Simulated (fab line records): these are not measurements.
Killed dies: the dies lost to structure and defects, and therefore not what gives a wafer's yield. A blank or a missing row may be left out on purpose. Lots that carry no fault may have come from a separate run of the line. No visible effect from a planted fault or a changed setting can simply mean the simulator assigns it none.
Chamber matching :: flow nand harc :: 4 sister chambers for NHARC_P_STI_ETCH_42 on rie diel-09
The step etches the open film in N2/H2, target depth 80 nm, overetch 24 nm, time 61 s. 14 wafers are shown with their chamber, then 7 later ones without.

## WAFERS WITH THEIR CHAMBER
wafer: L511.3
chamber: 3
drypump motor current A (A): 5.7
rf vpp V (V): 433.2
oes product au (a.u.): 1.007

wafer: L511.4
chamber: 2
drypump motor current A (A): 5.2
rf vpp V (V): 430.8
oes product au (a.u.): 1.000

wafer: L511.5
chamber: 3
drypump motor current A (A): 5.7
rf vpp V (V): 431.9
oes product au (a.u.): 1.008

wafer: L513.1
chamber: 1
drypump motor current A (A): 5.2
rf vpp V (V): 429.8
oes product au (a.u.): 1.000

wafer: L513.3
chamber: 2
drypump motor current A (A): 5.2
rf vpp V (V): 429.2
oes product au (a.u.): 1.000

wafer: L513.5
chamber: 1
drypump motor current A (A): 5.1
rf vpp V (V): 428.1
oes product au (a.u.): 1.004

wafer: L515.1
chamber: 1
drypump motor current A (A): 5.2
rf vpp V (V): 429.1
oes product au (a.u.): 0.997

wafer: L515.2
chamber: 3
drypump motor current A (A): 5.7
rf vpp V (V): 433.2
oes product au (a.u.): 1.009

wafer: L515.5
chamber: 2
drypump motor current A (A): 5.3
rf vpp V (V): 428.7
oes product au (a.u.): 0.989

wafer: L517.3
chamber: 0
drypump motor current A (A): 5.4
rf vpp V (V): 433.3
oes product au (a.u.): 1.000

wafer: L517.5
chamber: 1
drypump motor current A (A): 5.1
rf vpp V (V): 431.3
oes product au (a.u.): 1.000

wafer: L517.6
chamber: 0
drypump motor current A (A): 5.4
rf vpp V (V): 432.5
oes product au (a.u.): 1.002

wafer: L526.1
chamber: 3
drypump motor current A (A): 5.7
rf vpp V (V): 432.4
oes product au (a.u.): 1.006

wafer: L526.4
chamber: 2
drypump motor current A (A): 5.3
rf vpp V (V): 428.8
oes product au (a.u.): 0.997

SIGNATURES (means of the wafers above)
reading: drypump motor current A
chamber 0: 5.400
chamber 1: 5.150
chamber 2: 5.250
chamber 3: 5.700
scatter within a chamber: 0.0447

reading: rf vpp V
chamber 0: 432.900
chamber 1: 429.575
chamber 2: 429.375
chamber 3: 432.675
scatter within a chamber: 0.991

reading: oes product au
chamber 0: 1.00100
chamber 1: 1.00025
chamber 2: 0.99650
chamber 3: 1.00750
scatter within a chamber: 0.00336
Rule: a wafer's distance from a chamber is the root of the sum, over the readings, of the square of ((its reading less the chamber's mean) divided by the reading's scatter). If the next closest chamber is less than 2 further off than the closest, the wafer can't be placed; otherwise it belongs to the closest. How the scatter is found: for the shown wafers, subtract from each reading the mean of its chamber, square and add these, divide the total by (wafers less chambers), then take the root.

## WAFERS WHOSE CHAMBER IS MISSING
wafer: L526.5
drypump motor current A (A): 5.2
rf vpp V (V): 430.0
oes product au (a.u.): 1.017

wafer: L531.1
drypump motor current A (A): 5.4
rf vpp V (V): 431.6
oes product au (a.u.): 1.012

wafer: L531.2
drypump motor current A (A): 5.3
rf vpp V (V): 429.6
oes product au (a.u.): 0.995

wafer: L531.6
drypump motor current A (A): 5.4
rf vpp V (V): 432.7
oes product au (a.u.): 1.010

wafer: L533.1
drypump motor current A (A): 5.4
rf vpp V (V): 433.4
oes product au (a.u.): 1.000

wafer: L533.3
drypump motor current A (A): 5.3
rf vpp V (V): 428.5
oes product au (a.u.): 0.984

wafer: L533.4
drypump motor current A (A): 5.6
rf vpp V (V): 432.2
oes product au (a.u.): 0.993

## THE CHAMBER EACH PASSED THROUGH
wafer: L526.5
from the rows above: can't be placed: 1 or 2
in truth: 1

wafer: L531.1
from the rows above: 0
in truth: 0

wafer: L531.2
from the rows above: 2
in truth: 2

wafer: L531.6
from the rows above: 0
in truth: 0

wafer: L533.1
from the rows above: 0
in truth: 0

wafer: L533.3
from the rows above: 2
in truth: 2

wafer: L533.4
from the rows above: can't be placed: 3 or 0
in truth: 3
5 of 7 placed correctly. Not placeable from these rows: 2 (in 2, the candidates include the true chamber). Wrongly placed: 0.
